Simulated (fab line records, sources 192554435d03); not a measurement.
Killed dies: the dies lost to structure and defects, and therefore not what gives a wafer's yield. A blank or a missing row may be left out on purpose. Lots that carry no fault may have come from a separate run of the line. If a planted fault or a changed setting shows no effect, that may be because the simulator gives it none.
Tool commonality check :: flow n5-finfet :: 12 lots and 36 wafers in the sample

THE REASON FOR OPENING IT
On 2 of the 12 lots, a flag is raised at N5_BEOL_M8_CD_MEAS_28 on the reading cd-nm. No-fault wafers: 40.00 nm, standard deviation 0.21.
Rule: a lot is flagged in two cases, either no wafer of it has a number, or all its wafers with numbers fall more than 4 standard deviations from that mean. The rest of the lots are taken to be sound.

lot: L666
measured: day 9 02:26
on: cd-sem-01
cd-nm (nm), wafer by wafer: 40.07 39.64 39.56
flag: 

lot: L668
measured: day 9 14:44
on: cd-sem-03
cd-nm (nm), wafer by wafer: 39.75 39.97 39.96
flag: 

lot: L669
measured: day 10 05:08
on: cd-sem-02
cd-nm (nm), wafer by wafer: 40.12 39.73 40.31
flag: 

lot: L671
measured: day 10 13:41
on: cd-sem-02
cd-nm (nm), wafer by wafer: 40.10 40.00 40.16
flag: 

lot: L670
measured: day 10 13:43
on: cd-sem-03
cd-nm (nm), wafer by wafer: 40.09 39.57 40.24
flag: 

lot: L672
measured: day 10 17:48
on: cd-sem-01
cd-nm (nm), wafer by wafer: 39.59 39.90 40.51
flag: 

lot: L675
measured: day 12 08:17
on: cd-sem-02
cd-nm (nm), wafer by wafer: 40.17 39.89 39.87
flag: 

lot: L683
measured: day 14 05:04
on: cd-sem-01
cd-nm (nm), wafer by wafer: 40.30 39.76 40.02
flag: 

lot: L684
measured: day 14 05:37
on: cd-sem-03
cd-nm (nm), wafer by wafer: 37.76 37.84 37.71
flag: FLAGGED

lot: L685
measured: day 14 13:20
on: cd-sem-02
cd-nm (nm), wafer by wafer: 38.16 38.57 38.70
flag: FLAGGED

lot: L687
measured: day 14 23:28
on: cd-sem-01
cd-nm (nm), wafer by wafer: 39.84 39.91 39.65
flag: 

lot: L688
measured: day 15 16:07
on: cd-sem-01
cd-nm (nm), wafer by wafer: 39.84 39.77 40.26
flag: 
On average the flagged lots' numbers are 38.12 nm, which is -1.88 nm against the usual, or -9 standard deviations.

EACH LOT AND THE TOOL IT RAN ON
The record keeps 1 process step preceding the reading, out of 1938 steps on the route. Every cell lists first the tool, next ch and the chambers used by the sampled wafers, and last the start.
lot: L666
flag: 
N5_BEOL_M8_EXPOSE_25: euv-scanner-01 ch 0, day 9 02:18

lot: L668
flag: 
N5_BEOL_M8_EXPOSE_25: euv-scanner-01 ch 0, day 9 14:37

lot: L669
flag: 
N5_BEOL_M8_EXPOSE_25: euv-scanner-02 ch 0, day 10 05:00

lot: L671
flag: 
N5_BEOL_M8_EXPOSE_25: euv-scanner-01 ch 0, day 10 13:33

lot: L670
flag: 
N5_BEOL_M8_EXPOSE_25: euv-scanner-01 ch 0, day 10 13:35

lot: L672
flag: 
N5_BEOL_M8_EXPOSE_25: euv-scanner-02 ch 0, day 10 17:40

lot: L675
flag: 
N5_BEOL_M8_EXPOSE_25: euv-scanner-02 ch 0, day 12 08:09

lot: L683
flag: 
N5_BEOL_M8_EXPOSE_25: euv-scanner-02 ch 0, day 14 04:56

lot: L684
flag: FLAGGED
N5_BEOL_M8_EXPOSE_25: euv-scanner-02 ch 0, day 14 05:29

lot: L685
flag: FLAGGED
N5_BEOL_M8_EXPOSE_25: euv-scanner-02 ch 0, day 14 13:12

lot: L687
flag: 
N5_BEOL_M8_EXPOSE_25: euv-scanner-01 ch 0, day 14 23:20

lot: L688
flag: 
N5_BEOL_M8_EXPOSE_25: euv-scanner-01 ch 0, day 15 15:59
What these steps do:
- N5_BEOL_M8_EXPOSE_25: exposes mask V7, target cd 40 nm.
- N5_BEOL_M8_CD_MEAS_28: target cd 40 nm.

FLAGGED AGAINST TOTAL, ONE TOOL AT A TIME (gauges that did the reading follow at the end)
step: N5_BEOL_M8_EXPOSE_25
tool: euv-scanner-01
lots run: 6
flagged: 0
share of the flagged lots: none
sound lots run after its first flagged lot: -

step: N5_BEOL_M8_EXPOSE_25
tool: euv-scanner-02
lots run: 6
flagged: 2
share of the flagged lots: all
sound lots run after its first flagged lot: 0

step: N5_BEOL_M8_CD_MEAS_28
tool: cd-sem-01
lots run: 5
flagged: 0
share of the flagged lots: none
sound lots run after its first flagged lot: -

step: N5_BEOL_M8_CD_MEAS_28
tool: cd-sem-02
lots run: 4
flagged: 1
share of the flagged lots: some
sound lots run after its first flagged lot: 0

step: N5_BEOL_M8_CD_MEAS_28
tool: cd-sem-03
lots run: 3
flagged: 1
share of the flagged lots: some
sound lots run after its first flagged lot: 0

WHAT THE TABLE ALLOWS
In the table, 1 row covers all flagged lots: euv-scanner-02 at N5_BEOL_M8_EXPOSE_25.
- euv-scanner-02 at N5_BEOL_M8_EXPOSE_25 ran 6 lots, 2 of them flagged. Last sound lot L683 at day 14 04:56, first flagged lot L684 at day 14 05:29; a fault beginning in between fits. Its own readings (exposure-dose-mJ-cm2) fall more than 4 standard deviations out on all wafers of the flagged lots.
What remains is a single tool, euv-scanner-02 at N5_BEOL_M8_EXPOSE_25.

WHAT THE SIMULATOR PUT IN
Drift in process parameters on euv-scanner-02 at N5_BEOL_M8_EXPOSE_25, starting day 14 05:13. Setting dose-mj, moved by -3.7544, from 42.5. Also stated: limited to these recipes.
Lots struck among those shown: L684, L685. The rule given above showed the same thing.
